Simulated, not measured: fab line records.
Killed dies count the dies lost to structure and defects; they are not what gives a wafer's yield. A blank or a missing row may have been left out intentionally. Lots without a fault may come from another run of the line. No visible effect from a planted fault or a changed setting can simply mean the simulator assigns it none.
fab line records -- flow n5_finfet
[record] lots = 11, wafers = 27, last_day = 19
route steps=1938 shown BEOL_M4@1111 BEOL_M15@1807 PASSIVATION@1915
lots untouched by any fault: they come from a run of this same line in which no faults occurred
start_h: the number of hours between the record's first day and the start of the first shown wafer of the lot -- wait_h: hours elapsed since this lot's preceding step -- " identical to the entry in the row above -- L1.1+2: a row that stands for several wafers -- - value missing, or start not given -- * or withheld: withheld -- < > ~ a bound
route shown NAME@n: NAME is a module with steps in the file, n the number in the route of the first one -- usual: average and standard deviation across the fault-free wafers -- same: alike in all rows -- chamber/n: place in a boat -- sites: the reading at each site -- _std_site: their standard deviation -- _edge_site: inner sites' mean taken away from outer sites' mean -- radius_mm: for every site, how far away it sits from the centre of the wafer -- mask NAME#n: copy n -- behind: tool/chamber where the wafer was last shaped -- hold: why the lot went on hold/how many hours it stayed there/how the hold came to an end -- device: names the non-switching transistor (n, p or np) -- end of line: at the end of the route, the tests of the same wafers -- a step without rows: its recipe alone -- killed: the dies lost at the first sort to structure and to defects; this is not the yield of the wafer -- map: a wafer's dies, x killed, . not, _ none there
set.NAME: the setting the step ran with; set.NAME@STEP: the setting that earlier step ran with -- model.NAME: the simulator's own value behind a step, which no gauge read
the route's steps for a sample of lots (tables are steps, rows are wafers)
services: the hour from which a tool's chamber was out of use, counted from the record's first day as start_h (under 0 if before that day), plus the number of hours and why
[[steps]]
[step N5_BEOL_M4_RC_MEAS_101]
[usual] DIBL_N = 36.4/2.2, DIBL_P = 36.3/2.5, IOFF_N = 0.17/0.052, IOFF_P = 0.23/0.049, ION_N = 674/17, ION_P = 464/11, SS_N = 71.7/0.98, SS_P = 73.3/0.84, VT_N = 250/4, VT_P = -249/3.8
lot.wafer,tool,chamber,start_h,wait_h,DIBL_N[mV/V],DIBL_P[mV/V],IOFF_N[nA/um],IOFF_P[nA/um],ION_N[uA/um],ION_P[uA/um],SS_N[mV/dec],SS_P[mV/dec],VT_N[mV],VT_P[mV]
L902.2,prober-02,0,175.89,0.2,36.9,38.2,0.18,0.25,708,483,71.2,73.4,246,-246
L902.3,prober-02,0,175.89,0.2,40.0,41.8,0.23,0.32,704,487,72.4,75.1,245,-243
L902.5,prober-02,0,175.89,0.2,38.3,40.1,0.19,0.30,682,472,72.0,75.2,246,-245
L903.3,prober-01,0,186.41,0.3,36.5,36.3,0.15,0.22,686,466,71.0,72.7,247,-249
L903.4,prober-01,0,186.41,0.3,34.8,33.8,0.11,0.18,627,440,71.2,73.0,259,-257
L911.1,prober-01,0,242.72,0.0,41.1,40.1,0.28,0.34,689,468,73.3,74.4,242,-240
L911.2,prober-01,0,242.72,0.0,36.0,35.0,0.16,0.24,667,465,70.9,72.9,248,-247
L911.5,prober-01,0,242.72,0.0,35.1,33.7,0.13,0.20,650,453,71.6,72.8,251,-249
L908.1,prober-02,0,248.98,0.0,38.3,38.9,0.21,0.25,697,472,72.0,73.7,247,-249
L908.3,prober-02,0,248.98,0.0,39.6,38.2,0.22,0.24,675,456,72.2,74.4,248,-250
L908.4,prober-02,0,248.98,0.0,35.8,33.9,0.17,0.17,673,454,72.2,72.9,248,-252
L907.1,prober-01,0,256.79,0.0,34.1,32.0,0.11,0.18,652,460,71.0,72.5,257,-249
L907.2,prober-01,0,256.79,0.0,35.5,34.3,0.14,0.22,664,463,70.7,73.3,252,-246
L910.2,prober-01,0,259.32,0.2,34.4,35.8,0.15,0.20,683,464,72.2,73.1,248,-250
L910.5,prober-01,0,259.32,0.2,34.4,36.2,0.14,0.22,651,454,71.8,73.4,253,-252
L912.2,prober-02,0,272.13,0.2,33.8,34.2,0.12,0.18,657,453,70.8,72.6,255,-254
L912.6,prober-02,0,272.13,0.2,39.7,41.5,0.21,0.29,683,467,72.6,74.8,245,-247
L913.5,prober-01,0,276.18,0.6,33.3,34.2,0.11,0.17,671,460,70.8,72.1,256,-255
L913.6,prober-01,0,276.18,0.6,38.1,39.3,0.19,0.25,682,470,71.5,73.1,245,-251
L914.2,prober-02,0,276.30,0.2,38.0,39.1,0.22,0.31,705,486,72.5,74.4,246,-243
L914.4,prober-02,0,276.30,0.2,34.6,33.3,0.14,0.21,672,465,71.2,72.7,252,-248
L920.3,prober-02,0,323.89,0.3,38.8,39.7,0.20,0.27,694,471,71.7,74.4,244,-250
L920.4,prober-02,0,323.89,0.3,33.4,32.7,0.10,0.15,650,455,70.5,72.4,257,-254
L920.5,prober-02,0,323.89,0.3,33.9,33.5,0.11,0.17,648,448,70.8,72.1,254,-252
L924.3,prober-01,0,348.84,0.3,35.3,35.1,0.15,0.21,679,470,71.6,73.5,252,-248
L924.5,prober-01,0,348.84,0.3,37.2,37.3,0.19,0.24,687,470,71.8,73.9,247,-249
L924.6,prober-01,0,348.84,0.3,32.0,30.7,0.11,0.16,676,470,69.8,72.2,255,-253
[step N5_BEOL_M15_DESCUM_33]
[recipe] chemistry = O2, time_s = 7.9, source_power_w = 50, bias_power_w = 20, pressure_mtorr = 20, rf_frequency_hz = 2.712e+07, temp_c = 40, o2_flow_sccm = 225
[usual] drypump_motor_current_A = 5.82/0.26, oes_product_au = 0.78/0.08, rf_vpp_V = 243.1/1.4, showerhead_plenum_p_Torr = 2.08/0.064, temp_c = 40.00/0.13, throttle_valve_pct = 20.3/0.31
lot.wafer,tool,chamber,start_h,wait_h,drypump_motor_current_A,oes_product_au,rf_hours_counter_h,rf_vpp_V,showerhead_plenum_p_Torr,temp_c,throttle_valve_pct
L902.2,rie_diel-01,1,270.78,0.1,6.11,0.81,89,241.9,2.09,39.97,20.3
L902.3,rie_diel-01,0,270.78,0.1,5.69,0.80,95,241.2,2.04,40.13,20.0
L902.5,rie_diel-01,0,270.78,0.1,5.68,0.80,-,242.3,2.04,40.07,20.0
L903.3,rie_diel-06,2,271.58,0.0,6.01,0.75,147,241.3,2.03,39.90,20.7
L903.4,rie_diel-06,3,271.58,0.0,5.40,0.82,72,245.0,2.17,40.02,20.3
L911.1,rie_diel-05,0,326.72,0.0,5.77,0.70,226,241.2,2.07,39.99,20.6
L911.2,rie_diel-05,2,326.72,0.0,5.66,0.97,14,242.4,2.08,40.12,20.6
L911.5,rie_diel-05,3,326.72,0.0,5.76,0.79,-,242.6,2.00,40.04,20.0
L908.1,rie_diel-01,3,334.65,0.0,5.83,0.83,49,244.5,2.10,39.71,19.9
L908.3,rie_diel-01,0,334.65,0.0,5.68,0.77,117,243.3,2.03,40.07,20.1
L908.4,rie_diel-01,0,334.65,0.0,5.66,0.77,-,242.3,2.03,40.12,20.1
L907.1,rie_diel-06,0,345.08,0.0,5.88,0.71,192,245.5,2.14,40.05,20.4
L907.2,rie_diel-06,3,345.08,0.0,5.42,0.79,94,244.2,2.17,40.13,20.3
L910.2,rie_diel-06,3,352.27,0.1,5.43,0.79,97,244.5,2.17,40.18,20.3
L910.5,rie_diel-06,3,352.27,0.1,5.44,0.78,-,244.2,2.17,40.13,20.3
L912.2,rie_diel-01,0,357.02,0.0,5.65,0.77,126,241.8,2.03,39.92,20.1
L912.6,rie_diel-01,2,357.02,0.0,5.66,0.96,-,244.4,2.14,39.76,20.3
L914.2,rie_diel-01,2,362.11,0.4,5.66,0.94,6,245.0,2.14,40.01,20.4
L914.4,rie_diel-01,2,362.11,0.4,5.67,0.94,-,243.5,2.14,40.01,20.3
L913.5,rie_diel-06,2,367.74,0.0,5.99,0.73,-,241.5,2.02,39.79,20.8
L913.6,rie_diel-06,1,367.74,0.0,6.29,0.98,-,245.4,2.22,39.93,19.8
L920.3,rie_diel-01,1,411.71,0.4,6.13,0.76,133,243.5,2.07,40.04,20.3
L920.4,rie_diel-01,2,411.71,0.4,5.65,0.91,23,244.1,2.13,39.89,20.4
L920.5,rie_diel-01,0,411.71,0.4,5.66,0.76,-,242.1,2.02,39.78,20.1
L924.3,rie_diel-01,1,436.21,0.0,6.10,0.76,140,242.6,2.07,39.92,20.3
L924.5,rie_diel-01,1,436.21,0.0,6.10,0.75,-,243.4,2.07,40.07,20.4
L924.6,rie_diel-01,2,436.21,0.0,5.63,0.88,-,243.0,2.13,39.87,20.4
[step N5_BEOL_M15_ETCH_38]
[recipe] chemistry = CF4/N2, target = SiCN, target_depth_a = 1064, taper_deg = 2, time_s = 120.5, ion_energy_ev = 150, mask_material = SiO2, pressure_mtorr = 40, source_w = 430, bias_w = 70, Ar_flow_sccm = 100, cf4_flow_sccm = 60, n2_flow_sccm = 60
[usual] drypump_motor_current_A = 5.75/0.26, oes_product_au = 0.80/0.092, rf_vpp_V = 381.9/1.9, showerhead_plenum_p_Torr = 2.20/0.077, throttle_valve_pct = 15.39/0.26
lot.wafer,tool,chamber,start_h,wait_h,drypump_motor_current_A,oes_product_au,rf_hours_counter_h,rf_vpp_V,showerhead_plenum_p_Torr,throttle_valve_pct
L902.2,rie_diel-01,2,-,-,5.64,0.70,234,383.2,2.26,15.71
L902.3,rie_diel-01,0,-,-,5.67,0.81,96,380.3,2.14,15.07
L902.5,rie_diel-01,3,-,-,5.84,0.90,-,382.7,2.25,15.08
L903.3,rie_diel-01,2,-,-,5.67,0.70,234,383.1,2.26,15.72
L903.4,rie_diel-01,3,-,-,5.85,0.91,27,384.0,2.25,15.06
L911.1,rie_diel-05,1,-,-,5.17,0.69,215,379.2,2.09,15.78
L911.2,rie_diel-05,2,-,-,5.64,0.92,15,379.5,2.16,15.40
L911.5,rie_diel-05,2,-,-,5.66,0.93,-,381.5,2.16,15.40
L908.1,rie_diel-05,3,-,-,5.77,0.82,131,380.1,2.13,15.18
L908.3,rie_diel-05,2,-,-,5.67,0.91,17,380.3,2.16,15.41
L908.4,rie_diel-05,0,-,-,5.77,0.69,230,380.4,2.17,15.64
L907.1,rie_diel-06,3,-,-,5.40,0.78,94,385.2,2.33,15.58
L907.2,rie_diel-06,2,-,-,6.02,0.72,167,379.7,2.11,15.57
L910.2,rie_diel-01,3,-,-,5.86,0.87,56,384.4,2.24,15.12
L910.5,rie_diel-01,2,-,-,5.66,0.98,-,383.4,2.25,15.26
L912.2,rie_diel-06,3,-,-,5.43,0.76,100,384.4,2.33,15.59
L912.6,rie_diel-06,0,-,-,5.92,0.71,-,384.2,2.28,15.61
L914.2,rie_diel-01,3,-,-,5.86,0.86,60,382.9,2.24,15.13
L914.4,rie_diel-01,1,-,-,6.07,0.76,-,383.2,2.22,15.51
L913.5,rie_diel-06,1,-,-,6.25,1.01,-,384.7,2.35,14.89
L913.6,rie_diel-06,0,-,-,5.89,0.70,-,384.6,2.28,15.62
L920.3,rie_diel-01,1,-,-,6.13,0.75,133,382.4,2.21,15.54
L920.4,rie_diel-01,2,-,-,5.65,0.92,23,382.9,2.25,15.31
L920.5,rie_diel-01,3,-,-,5.84,0.83,-,381.8,2.23,15.17
L924.3,rie_diel-06,3,-,-,5.43,0.75,125,383.4,2.32,15.64
L924.5,rie_diel-06,3,-,-,5.42,0.75,-,385.1,2.32,15.64
L924.6,rie_diel-06,2,-,-,6.00,0.69,-,378.8,2.10,15.64
[step N5_PASSIVATION_PECVD_53]
[recipe] material = SiO2, target_thk_a = 8000, temp_c = 400, precursor = TEOS/O2, pressure_torr = 6.5, rf_w = withheld, teos_flow_sccm = withheld, gas = O2, flow_sccm = 2650, time_s = 169.4
[usual] susceptor_temp_C = 400.00/0.22
lot.wafer,tool,chamber,start_h,wait_h,susceptor_temp_C
L902.2,pecvd-03,1,282.33,0.0,399.88
L902.3,pecvd-03,2,282.33,0.0,400.15
L902.5,pecvd-03,2,282.33,0.0,400.44
L903.3,pecvd-03,1,288.03,0.0,400.17
L903.4,pecvd-03,1,288.03,0.0,400.12
L911.1,pecvd-02,1,344.13,0.0,400.11
L911.2,pecvd-02,2,344.13,0.0,400.03
L911.5,pecvd-02,0,344.13,0.0,400.12
L908.1,pecvd-02,0,350.23,0.0,400.12
L908.3,pecvd-02,1,350.23,0.0,400.24
L908.4,pecvd-02,0,350.23,0.0,400.14
L907.1,pecvd-03,1,359.53,0.0,400.16
L907.2,pecvd-03,0,359.53,0.0,400.01
L910.2,pecvd-01,1,368.13,0.0,400.41
L910.5,pecvd-01,1,368.13,0.0,399.92
L912.2,pecvd-01,0,372.26,0.0,400.20
L912.6,pecvd-01,0,372.26,0.0,399.94
L914.2,pecvd-02,0,377.02,0.0,399.92
L914.4,pecvd-02,0,377.02,0.0,399.83
L913.5,pecvd-03,0,381.28,0.1,399.74
L913.6,pecvd-03,1,381.28,0.1,400.11
L920.3,pecvd-02,0,427.90,0.0,377.76
L920.4,pecvd-02,2,427.90,0.0,377.46
L920.5,pecvd-02,1,427.90,0.0,377.75
L924.3,pecvd-02,0,457.38,0.0,377.92
L924.5,pecvd-02,2,457.38,0.0,377.65
L924.6,pecvd-02,1,457.38,0.0,377.50
[step N5_PASSIVATION_PASS_ETCH_47]
[recipe] chemistry = CF4/O2, target = SiNx, target_depth_a = 7700, time_s = 385, ion_energy_ev = 100, pressure_mtorr = 40, source_w = 535, bias_w = 49, Ar_flow_sccm = 100, cf4_flow_sccm = 100, O2_flow_sccm = 10
[usual] drypump_motor_current_A = 5.7/0.45, oes_product_au = 0.81/0.073, rf_vpp_V = 241/6.2, showerhead_plenum_p_Torr = 2.22/0.066, throttle_valve_pct = 15.83/0.24
lot.wafer,tool,chamber,start_h,wait_h,drypump_motor_current_A,oes_product_au,rf_hours_counter_h,rf_vpp_V,showerhead_plenum_p_Torr,throttle_valve_pct
L902.2,rie_diel-02,2,283.12,0.0,5.2,0.73,158,237,2.28,15.68
L902.3,rie_diel-02,3,283.12,0.0,5.7,0.86,44,237,2.16,15.62
L902.5,rie_diel-02,1,283.12,0.0,5.5,0.92,-,242,2.17,15.82
L903.3,rie_diel-02,3,289.08,0.0,5.7,0.87,47,238,2.15,15.63
L903.4,rie_diel-02,3,289.08,0.0,5.7,0.86,-,236,2.15,15.64
L911.1,rie_diel-04,1,345.97,0.0,5.7,0.71,238,239,2.17,16.10
L911.2,rie_diel-04,0,345.97,0.0,5.8,0.95,9,232,2.25,15.45
L911.5,rie_diel-04,2,345.97,0.0,6.2,0.84,-,240,2.32,15.71
L908.1,rie_diel-04,3,351.30,0.0,6.0,0.82,79,251,2.21,15.88
L908.3,rie_diel-04,0,351.30,0.0,5.8,0.95,12,233,2.25,15.44
L908.4,rie_diel-04,2,351.30,0.0,6.2,0.83,62,241,2.32,15.72
L907.1,rie_diel-03,3,360.20,0.0,4.8,0.83,68,255,2.32,15.75
L907.2,rie_diel-03,2,360.20,0.0,5.2,0.68,243,242,2.10,16.27
L910.2,rie_diel-02,1,368.94,0.0,5.5,0.86,55,243,2.16,15.89
L910.5,rie_diel-02,2,368.94,0.0,5.2,0.71,-,238,2.26,15.75
L912.2,rie_diel-02,1,373.22,0.0,5.4,0.86,57,244,2.16,15.90
L912.6,rie_diel-02,0,373.22,0.0,6.3,0.75,-,235,2.21,16.27
L914.2,rie_diel-04,0,377.69,0.0,5.8,0.93,19,233,2.25,15.46
L914.4,rie_diel-04,1,377.69,0.0,5.7,0.70,248,240,2.17,16.12
L913.5,rie_diel-04,2,382.23,0.1,6.2,0.83,-,239,2.32,15.72
L913.6,rie_diel-04,3,382.23,0.1,6.0,0.82,-,252,2.21,15.87
L920.3,rie_diel-02,1,428.57,0.0,5.5,0.84,76,240,2.15,15.93
L920.4,rie_diel-02,2,428.57,0.0,5.2,0.70,215,235,2.26,15.77
L920.5,rie_diel-02,0,428.57,0.0,6.3,0.73,-,234,2.20,16.31
L924.3,rie_diel-04,2,458.05,0.0,6.2,0.80,98,238,2.31,15.77
L924.5,rie_diel-04,3,458.05,0.0,6.0,0.79,-,250,2.20,15.94
L924.6,rie_diel-04,2,458.05,0.0,6.2,0.80,-,240,2.31,15.78
[step N5_PASSIVATION_PROBE_49]
[usual] defect_limited_yield = 91.2/1.4, killed_at_M0_to_M3 = 34/9.3, killed_at_M4_up = 14/5.9, killed_at_contacts = 14/5.7, killed_at_front_end = 38/10, killed_at_other = 4/3.2, killed_dies = 104/17, killed_on_rim = 14/4, killed_open = 67/13, killed_short = 33/6.9, sort_bin_5_function = 5.2/1, sort_bin_6_memory = 3.3/0.61, sort_bin_8_speed = 0.3/1.8, sort_n_pass = 1069/52
[same] gross_dies = 1180, killed_at_back_side = 0, sort_bin_4_leakage[%] = 0
lot.wafer,tool,chamber,start_h,wait_h,defect_limited_yield[%],killed_at_M0_to_M3,killed_at_M4_up,killed_at_contacts,killed_at_front_end,killed_at_other,killed_dies,killed_on_rim,killed_open,killed_short,sort_bin_5_function[%],sort_bin_6_memory[%],sort_bin_8_speed[%],sort_n_pass
L914.2,prober-01,-,380.75,0.1,89.0,40,14,17,45,14,130,26,84,34,7.9,3.1,0,1050
L914.4,prober-01,-,380.85,0.2,91.3,43,8,16,33,3,103,11,61,34,5.1,3.5,0,1077
L913.5,prober-02,-,385.33,0.2,92.2,26,14,15,30,7,92,16,56,29,4.2,3.1,0,1088
L913.6,prober-02,-,385.38,0.3,91.7,36,13,17,29,3,98,12,65,28,4.6,3.6,0,1082
L920.3,prober-01,-,431.67,0.1,1.5,41,19,22,25,1055,1162,139,63,29,94.8,3.3,0,18
L920.4,prober-01,-,431.72,0.2,1.2,39,16,7,25,1079,1166,142,56,33,95.8,2.8,0,14
L920.5,prober-01,-,431.77,0.2,1.4,34,17,6,31,1076,1164,137,64,22,95.1,3.3,0,16
L924.3,prober-01,-,461.94,0.9,1.4,23,20,15,11,1094,1163,137,53,17,96.2,2.1,0,17
L924.5,prober-01,-,462.04,1.0,1.3,30,17,17,32,1069,1165,137,67,28,95.4,3.1,0,15
L924.6,prober-01,-,462.09,1.0,1.2,27,14,11,31,1083,1166,140,56,27,95.8,2.8,0,14
// killed by level:class
L914.2 MOL_CONTACT_COAG:geometric_particle:open=14 FIN_SAQP:geometric_particle:open=12 BEOL_M1:geometric_particle:open=12 STI_FIN_REVEAL:geometric_particle:open=10 PASSIVATION:area_etch=9 BEOL_M3:geometric_particle:open=8 GATE_CUT:geometric_particle:short=6 BEOL_M0_SAQP:geometric_particle:short=6
L914.4 MOL_CONTACT_COAG:geometric_particle:open=12 FIN_SAQP:geometric_particle:short=9 BEOL_M0_SAQP:geometric_particle:short=8 BEOL_M0_SAQP:geometric_particle:open=7 BEOL_M1:geometric_particle:open=7 BEOL_M3:geometric_particle:open=7 FIN_SAQP:geometric_particle:open=6 BEOL_M2:geometric_particle:open=6
L913.5 MOL_CONTACT_COAG:geometric_particle:open=14 STARTING-WAFER:geometric_particle:open=7 BEOL_M0_SAQP:geometric_particle:open=5 BEOL_M0_SAQP:geometric_particle:short=5 BEOL_M2:geometric_particle:open=5 SDB:area_etch=5 DUMMY_GATE:geometric_particle:open=4 BEOL_M3:geometric_particle:open=4
L913.6 MOL_CONTACT_COAG:geometric_particle:open=12 BEOL_M3:geometric_particle:open=9 BEOL_M0_SAQP:geometric_particle:short=8 BEOL_M2:geometric_particle:open=8 FIN_SAQP:geometric_particle:open=7 GATE_CUT:geometric_particle:open=5 MOL_CONTACT_COAG:geometric_particle:short=5 BEOL_M1:geometric_particle:open=4
L920.3 PASSIVATION:area_pecvd=1052 MOL_CONTACT_COAG:area_etch=18 BEOL_M1:geometric_particle:open=9 BEOL_M4:geometric_particle:open=9 BEOL_M2:geometric_particle:open=8 BEOL_M0_SAQP:geometric_particle:short=8 BEOL_M0_SAQP:geometric_particle:open=8 DUMMY_GATE:geometric_particle:open=5
L920.4 PASSIVATION:area_pecvd=1040 PASSIVATION:area_etch=32 BEOL_M1:geometric_particle:open=9 BEOL_M0_SAQP:geometric_particle:short=7 BEOL_M4:geometric_particle:open=7 MOL_CONTACT_COAG:geometric_particle:open=5 BEOL_M0_SAQP:geometric_particle:open=5 STARTING-WAFER:geometric_particle:open=5
L920.5 PASSIVATION:area_pecvd=1047 PASSIVATION:area_etch=22 STI_FIN_REVEAL:geometric_particle:open=9 BEOL_M4:geometric_particle:open=8 BEOL_M2:geometric_particle:open=7 FIN_SAQP:geometric_particle:open=6 BEOL_M0:geometric_particle:open=6 MOL_CONTACT_COAG:geometric_particle:open=5
L924.3 PASSIVATION:area_pecvd=1092 MOL_CONTACT_COAG:geometric_particle:open=13 BEOL_M2:geometric_particle:open=10 BEOL_M4:geometric_particle:open=8 BEOL_M0_SAQP:geometric_particle:open=4 BEOL_M0_SAQP:geometric_particle:short=4 BEOL_M8:geometric_particle:open=3 BEOL_M6:geometric_particle:open=3
L924.5 PASSIVATION:area_pecvd=1067 MOL_CONTACT_COAG:geometric_particle:open=16 BEOL_M0_SAQP:geometric_particle:open=11 BEOL_M4:geometric_particle:open=9 BEOL_M0_SAQP:geometric_particle:short=8 STI_FIN_REVEAL:geometric_particle:open=7 STARTING-WAFER:geometric_particle:short=5 BEOL_M3:geometric_particle:open=3
L924.6 PASSIVATION:area_pecvd=1080 BEOL_M0_SAQP:geometric_particle:open=8 BEOL_M2:geometric_particle:open=8 FIN_SAQP:geometric_particle:open=7 MOL_CONTACT_COAG:geometric_particle:open=6 BEOL_M4:geometric_particle:open=5 STI_FIN_REVEAL:geometric_particle:open=4 BEOL_M0_SAQP:geometric_particle:short=4
[[services]]
tool,chamber,start_h,hours,kind
rie_diel-05,2,283.64,2.9,repair
rie_diel-02,1,286.15,11.8,repair
rie_diel-05,2,290.80,7.5,repair
pecvd-02,0,305.05,5.5,scheduled_down
rie_diel-01,2,321.42,-,clean
rie_diel-01,2,321.42,-,consumable_replace:focus_ring
rie_diel-01,2,321.42,26.0,scheduled_down
rie_diel-01,2,321.42,26.0,vent_cycle
rie_diel-02,3,333.88,28.2,repair
rie_diel-06,1,338.94,-,clean
rie_diel-06,1,338.94,-,consumable_replace:focus_ring
rie_diel-06,1,338.94,-,consumable_replace:showerhead
rie_diel-06,1,338.94,19.4,scheduled_down
rie_diel-06,1,338.94,19.4,vent_cycle
rie_diel-05,2,344.91,8.1,repair
rie_diel-01,1,352.91,9.1,repair
pecvd-01,1,355.77,5.0,repair
rie_diel-03,1,359.08,5.1,repair
rie_diel-01,0,360.33,9.2,repair
rie_diel-04,2,395.37,6.0,repair
rie_diel-02,-,402.40,1.1,repair
rie_diel-02,2,438.88,4.3,repair
rie_diel-02,0,440.69,2.0,repair
rie_diel-04,-,442.73,3.5,repair
[[key]]
[first_sign] step = N5_PASSIVATION_PECVD_53, reading = susceptor_temp_C, direction = down, sigmas = 99+, usual = *, struck = *
[effect] step = N5_PASSIVATION_PROBE_49, reading = killed_at_other, direction = up, sigmas = 99+, usual = 4, struck = 1076
[more_kills_born_at] N5_PASSIVATION_PECVD_53@pecvd-02 = 6378
met_at N5_PASSIVATION_PECVD_53
struck_lots L920,L924
later_rows_left_out L920.3,L920.4,L920.5,L924.3,L924.5,L924.6
[baseline_loss] step = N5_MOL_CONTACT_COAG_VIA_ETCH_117, wafers = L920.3
[baseline_loss] step = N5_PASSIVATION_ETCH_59, wafers = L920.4
[baseline_loss] step = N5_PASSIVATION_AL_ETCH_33, wafers = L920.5
not_acting_at N5_BEOL_M15_DESCUM_33,N5_BEOL_M15_ETCH_38,N5_PASSIVATION_PASS_ETCH_47
onset_between 377.02 427.90
[fault] kind = process_parameter_drift, tool = pecvd-02, chamber = -, onset_h = 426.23, steps = N5_PASSIVATION_PECVD_53, channel = temp_c, offset = *, shape = step, end_h = 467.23, acts_in = *, stated = *
// later_rows_left_out: the simulator's readings of these wafers behind a module that went badly wrong aren't trusted and aren't shown, but for the sort
// baseline_loss: these wafers lose ten dies or more at that step, a loss of the line's own and not of a fault; the sort's usual values leave them out
